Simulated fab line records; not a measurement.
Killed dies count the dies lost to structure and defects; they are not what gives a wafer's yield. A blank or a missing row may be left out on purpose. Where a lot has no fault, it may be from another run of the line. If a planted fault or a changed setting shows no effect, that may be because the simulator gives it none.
fab line records -- flow nandHarc
[record] lots = 24, wafers = 72, lastDay = 24
route steps=1159 shown A_CONTACT@910 A_BLC@977
lots that met no fault: from a run of the same line without faults
startH: the number of hours between the record's first day and the start of the first shown wafer of the lot -- waitH: how many hours have passed since the lot's step before this one -- " the same as in the row above -- L1.1+2: one row covering several wafers at once -- - no value, or no start given -- * or withheld: withheld -- < > ~ a bound
route shown NAME@n: names a module that has steps shown in the file, with the first one's number in the route -- usual: mean and standard deviation over wafers with no fault -- same: alike in all rows -- chamber/n: place in a boat -- sites: each site's reading -- _std_site: standard deviation across them -- _edge_site: mean of outer sites minus mean of inner sites -- radiusMm: how far each site lies from the wafer's centre -- mask NAME#n: copy n -- behind: the last tool/chamber to shape the wafer -- hold: reason for holding the lot/hours on hold/outcome of the hold -- device: the transistor (n, p or np) that didn't switch -- end of line: tests of these same wafers at the route's end -- for a step that has no rows: nothing shown but its recipe -- killed: the dies lost at the first sort to structure and to defects; this is not the yield of the wafer -- map: shows each die of a wafer: x if killed, . if not, _ if none is there
set.NAME: the setting the step ran with; set.NAME@STEP: the setting that earlier step ran with -- model.NAME: the simulator's own value behind a step, which no gauge read
steps of the route over a sample of lots; a table a step, a row a wafer
services: the hour from which a tool's chamber was out of use, counted from the record's first day as startH (under 0 if before that day), plus the number of hours and why
[[steps]]
[step NHARC_A_CONTACT_ETCH_130]
[recipe] sourceW = withheld, pressureMtorr = 20, biasV = 1200, timeS = 155, targetDepthA = 9560, arFlowSccm = withheld, c4f8FlowSccm = withheld, o2FlowSccm = withheld, chemistry = C4F8/O2/Ar
lot.wafer,tool,chamber,startH,waitH,rfHoursCounterH
L075.4,harCapEtch-03,0,381.66,0.1,-
L075.3,harCapEtch-03,1,381.66,0.1,-
L075.5,harCapEtch-03,1,381.66,0.1,-
L074.2,harCapEtch-02,0,383.56,0.1,11
L074.5,harCapEtch-02,1,383.56,0.1,-
L074.6,harCapEtch-02,0,383.56,0.1,-
L076.1,harCapEtch-03,0,386.83,0.1,84
L076.2,harCapEtch-03,1,386.83,0.1,84
L076.5,harCapEtch-03,1,386.83,0.1,-
L077.1,harCapEtch-01,0,388.36,0.1,60
L077.3,harCapEtch-01,1,388.36,0.1,-
L077.4,harCapEtch-01,0,388.36,0.1,-
L078.2,harCapEtch-02,0,413.73,0.1,15
L078.1,harCapEtch-02,1,413.73,0.1,15
L078.3,harCapEtch-02,1,413.73,0.1,-
L079.2,harCapEtch-01,0,416.95,0.1,63
L079.6,harCapEtch-01,0,416.95,0.1,-
L079.5,harCapEtch-01,1,416.95,0.1,-
L080.3,harCapEtch-03,0,418.64,0.1,-
L080.4,harCapEtch-03,1,418.64,0.1,-
L080.5,harCapEtch-03,1,418.64,0.1,-
L082.2,harCapEtch-02,0,427.15,0.1,18
L082.4,harCapEtch-02,1,427.15,0.1,-
L082.3,harCapEtch-02,0,427.15,0.1,-
L083.1,harCapEtch-01,1,428.99,0.1,67
L083.2,harCapEtch-01,0,428.99,0.1,67
L083.6,harCapEtch-01,1,428.99,0.1,-
L081.1,harCapEtch-03,1,432.98,0.1,91
L081.4,harCapEtch-03,1,432.98,0.1,-
L081.5,harCapEtch-03,1,432.98,0.1,-
L086.2,harCapEtch-02,0,444.08,0.1,22
L086.6,harCapEtch-02,1,444.08,0.1,-
L086.5,harCapEtch-02,0,444.08,0.1,-
L084.2,harCapEtch-03,0,446.39,0.1,94
L084.4,harCapEtch-03,1,446.39,0.1,-
L084.5,harCapEtch-03,0,446.39,0.1,-
L085.1,harCapEtch-02,1,452.85,0.1,24
L085.4,harCapEtch-02,0,452.85,0.1,-
L085.6,harCapEtch-02,0,452.85,0.1,-
L087.1,harCapEtch-01,1,457.81,0.1,72
L087.2,harCapEtch-01,0,457.81,0.1,72
L087.4,harCapEtch-01,0,457.81,0.1,-
L089.3,harCapEtch-02,0,462.23,0.1,-
L089.4,harCapEtch-02,1,462.23,0.1,-
L089.6,harCapEtch-02,0,462.23,0.1,-
L088.1,harCapEtch-03,1,462.88,0.1,97
L088.4,harCapEtch-03,0,462.88,0.1,-
L088.6,harCapEtch-03,1,462.88,0.1,-
L090.2,harCapEtch-01,0,481.58,0.1,75
L090.4,harCapEtch-01,1,481.58,0.1,-
L090.5,harCapEtch-01,1,481.58,0.1,-
L093.2,harCapEtch-02,0,483.70,0.1,30
L093.1,harCapEtch-02,1,483.70,0.1,30
L093.6,harCapEtch-02,0,483.70,0.1,-
L091.2,harCapEtch-03,0,490.09,0.1,100
L091.3,harCapEtch-03,1,490.09,0.1,-
L091.5,harCapEtch-03,0,490.09,0.1,-
L094.1,harCapEtch-03,0,502.43,0.1,102
L094.4,harCapEtch-03,0,502.43,0.1,-
L094.5,harCapEtch-03,0,502.43,0.1,-
L092.1,harCapEtch-01,1,507.08,0.1,80
L092.3,harCapEtch-01,0,507.08,0.1,-
L092.6,harCapEtch-01,0,507.08,0.1,-
L095.2,harCapEtch-03,0,507.75,0.1,104
L095.3,harCapEtch-03,1,507.75,0.1,-
L095.6,harCapEtch-03,1,507.75,0.1,-
L096.2,harCapEtch-02,1,513.61,0.1,35
L096.4,harCapEtch-02,0,513.61,0.1,-
L096.3,harCapEtch-02,1,513.61,0.1,-
L097.1,harCapEtch-02,1,519.68,0.1,36
L097.2,harCapEtch-02,0,519.68,0.1,36
L097.4,harCapEtch-02,0,519.68,0.1,-
[step NHARC_A_CONTACT_ETCH_133]
[recipe] sourceW = withheld, pressureMtorr = 20, biasV = 400, timeS = 195, targetDepthA = 8400, arFlowSccm = withheld, c4f8FlowSccm = 11.5, o2FlowSccm = 7.2, chemistry = C4F8/O2/Ar
lot.wafer,tool,chamber,startH,waitH,rfHoursCounterH
L075.4,harCapEtch-03,0,382.13,0.2,-
L075.3,harCapEtch-03,1,382.13,0.2,-
L075.5,harCapEtch-03,1,382.13,0.2,-
L074.2,harCapEtch-02,0,384.00,0.1,12
L074.5,harCapEtch-02,1,384.00,0.1,-
L074.6,harCapEtch-02,0,384.00,0.1,-
L076.1,harCapEtch-03,0,387.25,0.1,85
L076.2,harCapEtch-03,1,387.25,0.1,85
L076.5,harCapEtch-03,1,387.25,0.1,-
L077.1,harCapEtch-01,0,388.81,0.1,61
L077.3,harCapEtch-01,1,388.81,0.1,-
L077.4,harCapEtch-01,0,388.81,0.1,-
L078.2,harCapEtch-02,0,414.16,0.1,15
L078.1,harCapEtch-02,1,414.16,0.1,15
L078.3,harCapEtch-02,1,414.16,0.1,-
L079.2,harCapEtch-01,0,417.38,0.1,64
L079.6,harCapEtch-01,0,417.38,0.1,-
L079.5,harCapEtch-01,1,417.38,0.1,-
L080.3,harCapEtch-03,0,419.12,0.2,-
L080.4,harCapEtch-03,1,419.12,0.2,-
L080.5,harCapEtch-03,1,419.12,0.2,-
L082.2,harCapEtch-02,0,427.60,0.1,19
L082.4,harCapEtch-02,1,427.60,0.1,-
L082.3,harCapEtch-02,0,427.60,0.1,-
L083.1,harCapEtch-01,1,429.42,0.1,67
L083.2,harCapEtch-01,0,429.42,0.1,67
L083.6,harCapEtch-01,1,429.42,0.1,-
L081.1,harCapEtch-03,1,433.41,0.1,92
L081.4,harCapEtch-03,1,433.41,0.1,-
L081.5,harCapEtch-03,1,433.41,0.1,-
L086.2,harCapEtch-02,0,444.52,0.1,22
L086.6,harCapEtch-02,1,444.52,0.1,-
L086.5,harCapEtch-02,0,444.52,0.1,-
L084.2,harCapEtch-03,0,446.84,0.1,94
L084.4,harCapEtch-03,1,446.84,0.1,-
L084.5,harCapEtch-03,0,446.84,0.1,-
L085.1,harCapEtch-02,1,453.30,0.1,25
L085.4,harCapEtch-02,0,453.30,0.1,-
L085.6,harCapEtch-02,0,453.30,0.1,-
L087.1,harCapEtch-01,1,458.24,0.1,72
L087.2,harCapEtch-01,0,458.24,0.1,72
L087.4,harCapEtch-01,0,458.24,0.1,-
L089.3,harCapEtch-02,0,462.69,0.2,-
L089.4,harCapEtch-02,1,462.69,0.2,-
L089.6,harCapEtch-02,0,462.69,0.2,-
L088.1,harCapEtch-03,1,463.33,0.1,98
L088.4,harCapEtch-03,0,463.33,0.1,-
L088.6,harCapEtch-03,1,463.33,0.1,-
L090.2,harCapEtch-01,0,482.01,0.1,76
L090.4,harCapEtch-01,1,482.01,0.1,-
L090.5,harCapEtch-01,1,482.01,0.1,-
L093.2,harCapEtch-02,0,484.13,0.1,30
L093.1,harCapEtch-02,1,484.13,0.1,30
L093.6,harCapEtch-02,0,484.13,0.1,-
L091.2,harCapEtch-03,0,490.52,0.1,101
L091.3,harCapEtch-03,1,490.52,0.1,-
L091.5,harCapEtch-03,0,490.52,0.1,-
L094.1,harCapEtch-03,0,502.86,0.1,103
L094.4,harCapEtch-03,0,502.86,0.1,-
L094.5,harCapEtch-03,0,502.86,0.1,-
L092.1,harCapEtch-01,1,507.50,0.1,80
L092.3,harCapEtch-01,0,507.50,0.1,-
L092.6,harCapEtch-01,0,507.50,0.1,-
L095.2,harCapEtch-03,0,508.19,0.1,104
L095.3,harCapEtch-03,1,508.19,0.1,-
L095.6,harCapEtch-03,1,508.19,0.1,-
L096.2,harCapEtch-02,1,514.06,0.1,36
L096.4,harCapEtch-02,0,514.06,0.1,-
L096.3,harCapEtch-02,1,514.06,0.1,-
L097.1,harCapEtch-02,1,520.11,0.1,37
L097.2,harCapEtch-02,0,520.11,0.1,37
L097.4,harCapEtch-02,0,520.11,0.1,-
[step NHARC_A_CONTACT_DEP_84]
[recipe] targetThkA = 20000, tempC = 400, material = aC
[usual] throttleValvePct = 35.000/0.0087
lot.wafer,tool,chamber,startH,waitH,throttleValvePct
L075.3,aclDep-01,0,385.00,-,35.018
L075.4,aclDep-01,0,385.00,-,35.021
L075.5,aclDep-01,0,385.00,-,34.991
L074.2,aclDep-02,0,386.41,-,35.002
L074.5,aclDep-02,0,386.41,-,34.984
L074.6,aclDep-02,0,386.41,-,34.997
L076.1,aclDep-02,0,390.36,-,34.989
L076.2,aclDep-02,0,390.36,-,34.998
L076.5,aclDep-02,0,390.36,-,34.990
L077.1,aclDep-03,0,390.54,-,34.992
L077.3,aclDep-03,0,390.54,-,34.995
L077.4,aclDep-03,0,390.54,-,34.995
L078.1,aclDep-02,0,418.40,-,34.992
L078.2,aclDep-02,0,418.40,-,34.999
L078.3,aclDep-02,0,418.40,-,34.994
L079.2,aclDep-01,0,419.58,-,34.999
L079.5,aclDep-01,0,419.58,-,34.999
L079.6,aclDep-01,0,419.58,-,34.999
L080.3,aclDep-01,0,421.19,-,34.989
L080.4,aclDep-01,0,421.19,-,35.008
L080.5,aclDep-01,0,421.19,-,35.020
L082.2,aclDep-03,0,429.52,-,35.013
L082.3,aclDep-03,0,429.52,-,35.011
L082.4,aclDep-03,0,429.52,-,35.007
L083.1,aclDep-02,0,431.29,-,35.002
L083.2,aclDep-02,0,431.29,-,35.016
L083.6,aclDep-02,0,431.29,-,35.004
L081.1,aclDep-01,0,435.25,-,35.004
L081.4,aclDep-01,0,435.25,-,35.012
L081.5,aclDep-01,0,435.25,-,35.005
L086.2,aclDep-02,0,447.42,-,35.002
L086.5,aclDep-02,0,447.42,-,34.987
L086.6,aclDep-02,0,447.42,-,35.002
L084.2,aclDep-03,0,450.10,-,35.001
L084.4,aclDep-03,0,450.10,-,35.011
L084.5,aclDep-03,0,450.10,-,34.997
L085.1,aclDep-02,0,456.21,-,34.997
L085.4,aclDep-02,0,456.21,-,34.995
L085.6,aclDep-02,0,456.21,-,34.997
L087.1,aclDep-01,0,460.02,-,34.975
L087.2,aclDep-01,0,460.02,-,35.005
L087.4,aclDep-01,0,460.02,-,34.990
L089.3,aclDep-03,0,464.74,-,34.999
L089.4,aclDep-03,0,464.74,-,34.995
L089.6,aclDep-03,0,464.74,-,35.002
L088.1,aclDep-03,0,465.56,-,34.991
L088.4,aclDep-03,0,465.56,-,34.991
L088.6,aclDep-03,0,465.56,-,35.005
L090.2,aclDep-03,0,486.97,-,35.000
L090.4,aclDep-03,0,486.97,-,34.997
L090.5,aclDep-03,0,486.97,-,35.001
L093.1,aclDep-01,0,487.76,-,34.995
L093.2,aclDep-01,0,487.76,-,34.990
L093.6,aclDep-01,0,487.76,-,35.011
L091.2,aclDep-03,0,492.61,-,34.991
L091.3,aclDep-03,0,492.61,-,35.006
L091.5,aclDep-03,0,492.61,-,34.994
L094.1,aclDep-02,0,504.85,-,35.020
L094.4,aclDep-02,0,504.85,-,34.995
L094.5,aclDep-02,0,504.85,-,35.003
L092.1,aclDep-03,0,509.32,-,35.005
L092.3,aclDep-03,0,509.32,-,34.996
L092.6,aclDep-03,0,509.32,-,34.998
L095.2,aclDep-02,0,512.73,-,34.989
L095.3,aclDep-02,0,512.73,-,35.014
L095.6,aclDep-02,0,512.73,-,35.003
L096.2,aclDep-03,0,515.98,-,34.992
L096.3,aclDep-03,0,515.98,-,35.010
L096.4,aclDep-03,0,515.98,-,35.006
L097.1,aclDep-02,0,523.32,-,35.002
L097.2,aclDep-02,0,523.32,-,34.999
L097.4,aclDep-02,0,523.32,-,35.003
[step NHARC_A_CONTACT_DEP_85]
[recipe] targetThkA = 500, targetThkNm = 50, tempC = 400, pressureTorr = 3.5, flowSccm = 200, rfW = 350, material = SiON
[usual] heaterPowerW = 739/95, showerheadVppV = 1154/40
lot.wafer,tool,chamber,startH,waitH,heaterPowerW,showerheadVppV
L075.3,pecvd-03,1,386.02,0.8,726,1182
L075.4,pecvd-03,0,386.02,0.8,621,1119
L075.5,pecvd-03,1,386.02,0.8,747,1169
L074.2,pecvd-03,0,387.53,0.9,621,1124
L074.6,pecvd-03,1,387.53,0.9,785,1154
L074.5,pecvd-03,2,387.53,0.9,703,1148
L076.1,pecvd-03,0,391.62,1.1,661,1090
L076.2,pecvd-03,2,391.62,1.1,768,1129
L076.5,pecvd-03,1,391.62,1.1,843,1176
L077.3,pecvd-01,0,391.84,0.7,784,1132
L077.1,pecvd-01,1,391.84,0.7,735,1111
L077.4,pecvd-01,1,391.84,0.7,718,1106
L078.1,pecvd-02,0,419.68,1.1,656,1164
L078.3,pecvd-02,1,419.68,1.1,706,1253
L078.2,pecvd-02,2,419.68,1.1,829,1110
L079.2,pecvd-02,1,420.76,1.0,665,1237
L079.6,pecvd-02,2,420.76,1.0,900,1115
L079.5,pecvd-02,0,420.76,1.0,791,1173
L080.3,pecvd-03,1,422.03,0.6,792,1179
L080.5,pecvd-03,1,422.03,0.6,789,1179
L080.4,pecvd-03,0,422.03,0.6,629,1122
L082.3,pecvd-03,0,430.63,0.7,670,1106
L082.2,pecvd-03,1,430.63,0.7,815,1166
L082.4,pecvd-03,0,430.63,0.7,667,1109
L083.2,pecvd-03,1,432.65,0.9,753,1154
L083.1,pecvd-03,0,432.65,0.9,644,1124
L083.6,pecvd-03,1,432.65,0.9,741,1163
L081.1,pecvd-02,2,436.49,1.0,948,1111
L081.4,pecvd-02,2,436.49,1.0,945,1127
L081.5,pecvd-02,1,436.49,1.0,690,1255
L086.2,pecvd-03,0,448.53,0.9,584,1134
L086.5,pecvd-03,1,448.53,0.9,763,1177
L086.6,pecvd-03,0,448.53,0.9,593,1125
L084.2,pecvd-02,1,451.16,0.9,677,1250
L084.5,pecvd-02,1,451.16,0.9,693,1216
L084.4,pecvd-02,2,451.16,0.9,930,1134
L085.1,pecvd-02,0,457.55,1.1,689,1177
L085.4,pecvd-02,2,457.55,1.1,853,1128
L085.6,pecvd-02,0,457.55,1.1,691,1158
L087.2,pecvd-01,1,461.30,0.9,779,1103
L087.1,pecvd-01,0,461.30,0.9,791,1135
L087.4,pecvd-01,0,461.30,0.9,781,1161
L089.3,pecvd-02,0,465.64,0.7,691,1178
L089.6,pecvd-02,1,465.64,0.7,767,1242
L089.4,pecvd-02,2,465.64,0.7,950,1122
L088.1,pecvd-03,1,466.87,1.1,729,1166
L088.6,pecvd-03,2,466.87,1.1,698,1147
L088.4,pecvd-03,0,466.87,1.1,647,1132
L090.2,pecvd-03,1,488.03,0.8,839,1166
L090.5,pecvd-03,1,488.03,0.8,854,1165
L090.4,pecvd-03,0,488.03,0.8,624,1093
L093.2,pecvd-02,1,489.06,0.9,613,1232
L093.1,pecvd-02,2,489.06,0.9,848,1125
L093.6,pecvd-02,0,489.06,0.9,728,1189
L091.2,pecvd-03,1,493.66,0.8,808,1164
L091.3,pecvd-03,0,493.66,0.8,532,1109
L091.5,pecvd-03,2,493.66,0.8,769,1134
L094.1,pecvd-03,1,506.14,1.1,758,1163
L094.5,pecvd-03,1,506.14,1.1,761,1173
L094.4,pecvd-03,0,506.14,1.1,515,1134
L092.3,pecvd-03,2,510.61,0.7,787,1162
L092.1,pecvd-03,1,510.61,0.7,740,1135
L092.6,pecvd-03,1,510.61,0.7,753,1177
L095.2,pecvd-01,2,513.78,0.8,768,1211
L095.3,pecvd-01,0,513.78,0.8,795,1148
L095.6,pecvd-01,1,513.78,0.8,783,1105
L096.2,pecvd-03,1,517.07,0.9,756,1171
L096.3,pecvd-03,2,517.07,0.9,783,1155
L096.4,pecvd-03,2,517.07,0.9,795,1157
L097.2,pecvd-03,2,524.64,0.9,858,1136
L097.1,pecvd-03,0,524.64,0.9,603,1114
L097.4,pecvd-03,1,524.64,0.9,729,1174
[step NHARC_A_CONTACT_CD_MEAS_15]
[usual] cdNm = 90.0/0.42
lot.wafer,tool,chamber,startH,waitH,cdNm
L075.3,cdSem-02,-,389.20,-,90.0
L075.4,cdSem-02,-,389.20,-,89.8
L075.5,cdSem-02,-,389.20,-,89.8
L074.2,cdSem-03,-,390.74,-,90.5
L074.5,cdSem-03,-,390.74,-,90.8
L074.6,cdSem-03,-,390.74,-,90.7
L076.1,cdSem-03,-,394.71,-,89.9
L076.2,cdSem-03,-,394.71,-,90.0
L076.5,cdSem-03,-,394.71,-,90.3
L077.1,cdSem-02,-,394.92,-,90.8
L077.3,cdSem-02,-,394.92,-,90.7
L077.4,cdSem-02,-,394.92,-,91.2
L078.1,cdSem-03,-,422.94,-,89.8
L078.2,cdSem-03,-,422.94,-,90.0
L078.3,cdSem-03,-,422.94,-,90.6
L079.2,cdSem-01,-,423.91,-,89.5
L079.5,cdSem-01,-,423.91,-,89.5
L079.6,cdSem-01,-,423.91,-,89.8
L080.3,cdSem-01,-,425.12,-,89.5
L080.4,cdSem-01,-,425.12,-,89.8
L080.5,cdSem-01,-,425.12,-,90.0
L082.2,cdSem-02,-,434.01,-,89.3
L082.3,cdSem-02,-,434.01,-,89.8
L082.4,cdSem-02,-,434.01,-,89.3
L083.1,cdSem-02,-,435.85,-,90.1
L083.2,cdSem-02,-,435.85,-,90.0
L083.6,cdSem-02,-,435.85,-,90.6
L081.1,cdSem-03,-,439.94,-,89.9
L081.4,cdSem-03,-,439.94,-,90.3
L081.5,cdSem-03,-,439.94,-,89.9
L086.2,cdSem-02,-,451.55,-,89.9
L086.5,cdSem-02,-,451.55,-,90.3
L086.6,cdSem-02,-,451.55,-,90.0
L084.2,cdSem-01,-,455.92,-,89.6
L084.4,cdSem-01,-,455.92,-,89.4
L084.5,cdSem-01,-,455.92,-,90.0
L085.1,cdSem-02,-,460.74,-,90.8
L085.4,cdSem-02,-,460.74,-,89.4
L085.6,cdSem-02,-,460.74,-,90.6
L087.1,cdSem-03,-,465.21,-,89.9
L087.2,cdSem-03,-,465.21,-,89.5
L087.4,cdSem-03,-,465.21,-,89.9
L089.3,cdSem-01,-,469.13,-,90.3
L089.4,cdSem-01,-,469.13,-,90.5
L089.6,cdSem-01,-,469.13,-,90.1
L088.1,cdSem-03,-,470.03,-,89.8
L088.4,cdSem-03,-,470.03,-,90.0
L088.6,cdSem-03,-,470.03,-,90.0
L090.2,cdSem-01,-,491.26,-,89.7
L090.4,cdSem-01,-,491.26,-,89.7
L090.5,cdSem-01,-,491.26,-,89.8
L093.1,cdSem-02,-,492.24,-,90.4
L093.2,cdSem-02,-,492.24,-,89.3
L093.6,cdSem-02,-,492.24,-,89.4
L091.2,cdSem-01,-,497.63,-,90.4
L091.3,cdSem-01,-,497.63,-,89.7
L091.5,cdSem-01,-,497.63,-,89.7
L094.1,cdSem-02,-,509.42,-,90.0
L094.4,cdSem-02,-,509.42,-,90.0
L094.5,cdSem-02,-,509.42,-,90.4
L092.1,cdSem-01,-,514.24,-,89.7
L092.3,cdSem-01,-,514.24,-,89.2
L092.6,cdSem-01,-,514.24,-,90.4
L095.2,cdSem-02,-,517.01,-,90.1
L095.3,cdSem-02,-,517.01,-,89.6
L095.6,cdSem-02,-,517.01,-,89.9
L096.2,cdSem-02,-,520.60,-,89.4
L096.3,cdSem-02,-,520.60,-,89.9
L096.4,cdSem-02,-,520.60,-,89.2
L097.1,cdSem-03,-,527.78,-,89.9
L097.2,cdSem-03,-,527.78,-,89.4
L097.4,cdSem-03,-,527.78,-,90.0
[step NHARC_A_BLC_DESCUM_15]
[recipe] timeS = 3, o2FlowSccm = 200, arFlowSccm = 0, biasPowerW = 0, chemistry = O2
[usual] drypumpMotorCurrentA = 5.5/0.41, mfcArSccm = 0.008/0.013, oesProductAu = 1.000/0.0063, rfVppV = 57.7/0.92, showerheadPlenumPTorr = 1.89/0.1, throttleValvePct = 11.310/0.0087
[same] biasPowerW = 0
lot.wafer,tool,chamber,startH,waitH,drypumpMotorCurrentA,mfcArSccm,oesProductAu,rfHoursCounterH,rfVppV,showerheadPlenumPTorr,throttleValvePct
L075.3,rieDiel-11,2,394.77,0.1,6.2,0,0.996,2,58.0,1.93,11.321
L075.5,rieDiel-11,2,394.77,0.1,6.2,0,1.009,-,58.0,1.93,11.313
L075.4,rieDiel-11,3,394.77,0.1,5.3,0.017,1.001,-,59.4,2.01,11.317
L074.2,rieDiel-08,0,395.48,0.1,4.8,0,0.997,9,55.9,1.77,11.304
L074.6,rieDiel-08,3,395.48,0.1,5.1,0.036,1.002,-,57.4,1.80,11.299
L074.5,rieDiel-08,0,395.48,0.1,4.9,0,1.000,-,57.8,1.77,11.318
L076.2,rieDiel-08,1,400.54,0.1,5.8,0,0.997,10,58.9,1.80,11.310
L076.1,rieDiel-08,0,400.54,0.1,4.8,0,0.990,10,56.0,1.77,11.308
L076.5,rieDiel-08,2,400.54,0.1,5.5,0,1.006,-,57.6,2.00,11.315
L077.4,rieDiel-11,2,401.26,0.1,6.2,0,0.993,3,58.1,1.93,11.289
L077.3,rieDiel-11,0,401.26,0.1,5.9,0.010,0.992,2,57.4,1.99,11.302
L077.1,rieDiel-11,1,401.26,0.1,5.3,0,1.003,3,57.9,2.00,11.334
L078.2,rieDiel-08,2,426.61,0.1,5.5,0,0.991,11,57.4,1.99,11.307
L078.3,rieDiel-08,3,426.61,0.1,5.1,0.036,0.995,11,57.6,1.80,11.313
L078.1,rieDiel-08,0,426.61,0.1,4.8,0,0.994,12,57.2,1.77,11.309
L079.2,rieDiel-11,2,427.62,0.1,6.2,0,0.987,6,58.3,1.93,11.293
L079.6,rieDiel-11,0,427.62,0.1,5.9,0.010,0.996,-,58.3,1.99,11.304
L079.5,rieDiel-11,1,427.62,0.1,5.3,0,1.001,-,59.5,2.00,11.315
L080.3,rieDiel-08,2,428.36,0.1,5.5,0,0.998,12,59.2,1.99,11.311
L080.5,rieDiel-08,3,428.36,0.1,5.1,0.036,1.000,-,56.9,1.80,11.310
L080.4,rieDiel-08,0,428.36,0.1,4.8,0,1.011,-,57.6,1.77,11.314
L082.2,rieDiel-08,3,437.29,0.1,5.2,0.036,0.998,14,56.9,1.80,11.320
L082.4,rieDiel-08,0,437.29,0.1,4.9,0,1.003,15,57.3,1.77,11.319
L082.3,rieDiel-08,1,437.29,0.1,5.8,0,1.008,13,58.6,1.80,11.308
L083.2,rieDiel-11,1,439.63,0.1,5.3,0,0.997,7,58.3,2.00,11.315
L083.1,rieDiel-11,2,439.63,0.1,6.2,0,0.999,7,58.2,1.93,11.309
L083.6,rieDiel-11,1,439.63,0.1,5.3,0,0.998,-,57.9,2.00,11.310
L081.4,rieDiel-08,3,444.06,0.1,5.1,0.036,1.002,15,56.0,1.80,11.319
L081.1,rieDiel-08,2,444.06,0.1,5.5,0,0.992,15,59.0,1.99,11.312
L081.5,rieDiel-08,0,444.06,0.1,4.8,0,0.995,-,55.5,1.77,11.289
L086.2,rieDiel-08,3,454.70,0.1,5.1,0.036,0.993,16,56.3,1.80,11.308
L086.6,rieDiel-08,0,454.70,0.1,4.9,0,0.995,-,56.2,1.77,11.308
L086.5,rieDiel-08,1,454.70,0.1,5.9,0,1.006,-,57.6,1.80,11.310
L084.4,rieDiel-08,3,459.02,0.1,5.1,0.036,1.012,16,58.4,1.80,11.322
L084.2,rieDiel-08,1,459.02,0.1,5.8,0,1.018,15,56.6,1.80,11.300
L084.5,rieDiel-08,3,459.02,0.1,5.1,0.036,1.011,-,58.2,1.80,11.298
L085.1,rieDiel-08,2,467.40,0.1,5.5,0,0.997,17,59.3,1.99,11.310
L085.4,rieDiel-08,3,467.40,0.1,5.1,0.036,1.006,18,58.2,1.79,11.319
L085.6,rieDiel-08,1,467.40,0.1,5.8,0,1.009,-,57.5,1.80,11.307
L087.4,rieDiel-11,3,469.16,0.1,5.3,0.017,1.001,10,58.6,2.01,11.313
L087.2,rieDiel-11,0,469.16,0.1,5.9,0.010,1.000,9,58.3,1.99,11.306
L087.1,rieDiel-11,1,469.16,0.1,5.3,0,1.018,9,59.7,2.00,11.311
L089.3,rieDiel-11,0,474.25,0.1,5.9,0.010,0.997,9,58.2,1.99,11.324
L089.4,rieDiel-11,3,474.25,0.1,5.3,0.017,1.005,10,59.0,2.01,11.296
L089.6,rieDiel-11,0,474.25,0.1,5.9,0.010,1.005,-,57.3,1.99,11.302
L088.4,rieDiel-08,2,475.61,0.1,5.5,0,0.999,18,57.1,1.99,11.314
L088.1,rieDiel-08,3,475.61,0.1,5.1,0.036,1.005,18,57.0,1.79,11.326
L088.6,rieDiel-08,1,475.61,0.1,5.8,0,1.003,-,57.9,1.80,11.312
L090.2,rieDiel-11,3,500.67,0.1,5.3,0.017,0.994,11,57.1,2.01,11.313
L090.4,rieDiel-11,1,500.67,0.1,5.3,0,0.999,11,58.0,2.00,11.316
L090.5,rieDiel-11,3,500.67,0.1,5.3,0.017,0.986,-,56.7,2.01,11.298
L093.1,rieDiel-08,1,501.40,0.1,5.8,0,1.011,1,58.4,1.80,11.308
L093.2,rieDiel-08,2,501.40,0.1,5.5,0,1.001,1,56.9,1.99,11.314
L093.6,rieDiel-08,2,501.40,0.1,5.5,0,0.996,-,59.6,1.99,11.295
L091.3,rieDiel-08,2,505.88,0.1,5.5,0,1.004,1,58.0,1.99,11.308
L091.2,rieDiel-08,0,505.88,0.1,4.8,0,1.009,2,57.5,1.77,11.303
L091.5,rieDiel-08,2,505.88,0.1,5.5,0,0.988,-,57.8,1.99,11.305
L094.4,rieDiel-08,2,517.87,0.1,5.5,0,0.991,3,57.3,1.99,11.307
L094.1,rieDiel-08,0,517.87,0.1,4.8,0,0.999,3,57.0,1.77,11.319
L094.5,rieDiel-08,2,517.87,0.1,5.5,0,1.002,-,58.5,1.99,11.301
L092.1,rieDiel-11,2,518.23,0.1,6.2,0,0.999,13,56.0,1.93,11.320
L092.3,rieDiel-11,3,518.23,0.1,5.3,0.017,1.000,13,58.4,2.01,11.304
L092.6,rieDiel-11,3,518.23,0.1,5.3,0.017,1.003,-,56.8,2.01,11.320
L095.3,rieDiel-11,0,520.18,0.1,5.9,0.010,1.001,12,59.5,1.99,11.331
L095.2,rieDiel-11,1,520.18,0.1,5.3,0,1.004,13,59.3,1.99,11.318
L095.6,rieDiel-11,3,520.18,0.1,5.3,0.017,0.994,-,58.8,2.01,11.320
L096.3,rieDiel-08,1,525.40,0.1,5.8,0,0.993,4,56.5,1.79,11.311
L096.4,rieDiel-08,3,525.40,0.1,5.1,0.036,0.994,4,56.7,1.79,11.313
L096.2,rieDiel-08,0,525.40,0.1,4.9,0,0.999,4,57.6,1.77,11.316
L097.2,rieDiel-08,0,537.55,0.1,4.8,0,0.997,6,57.0,1.77,11.310
L097.1,rieDiel-08,3,537.55,0.1,5.1,0.036,0.996,5,57.1,1.79,11.313
L097.4,rieDiel-08,0,537.55,0.1,4.8,0,1.003,-,56.4,1.77,11.309
[[services]]
tool,chamber,startH,hours,kind
rieDiel-08,-,358.34,0.5,repair
rieDiel-08,0,359.80,-,clean
rieDiel-08,1,359.80,-,clean
rieDiel-08,2,359.80,-,clean
rieDiel-08,3,359.80,-,clean
rieDiel-11,-,366.52,9.0,pm
harCapEtch-01,-,381.60,1.5,repair
rieDiel-11,1,390.37,3.6,repair
rieDiel-11,0,392.55,7.3,repair
aclDep-03,-,407.07,13.0,pm
rieDiel-08,1,414.31,14.9,repair
pecvd-01,-,418.31,13.0,pm
rieDiel-11,0,447.10,4.2,repair
harCapEtch-03,-,451.41,0.4,repair
harCapEtch-01,-,459.29,2.5,repair
pecvd-03,-,473.00,13.0,pm
aclDep-01,-,474.76,13.0,pm
rieDiel-08,-,478.84,9.0,pm
rieDiel-11,-,486.93,0.9,repair
harCapEtch-03,-,492.75,0.6,repair
pecvd-02,-,515.16,13.0,pm
rieDiel-08,2,526.94,33.3,repair
aclDep-02,-,530.79,13.0,pm
pecvd-02,0,532.21,17.7,repair
[[key]]
fault none
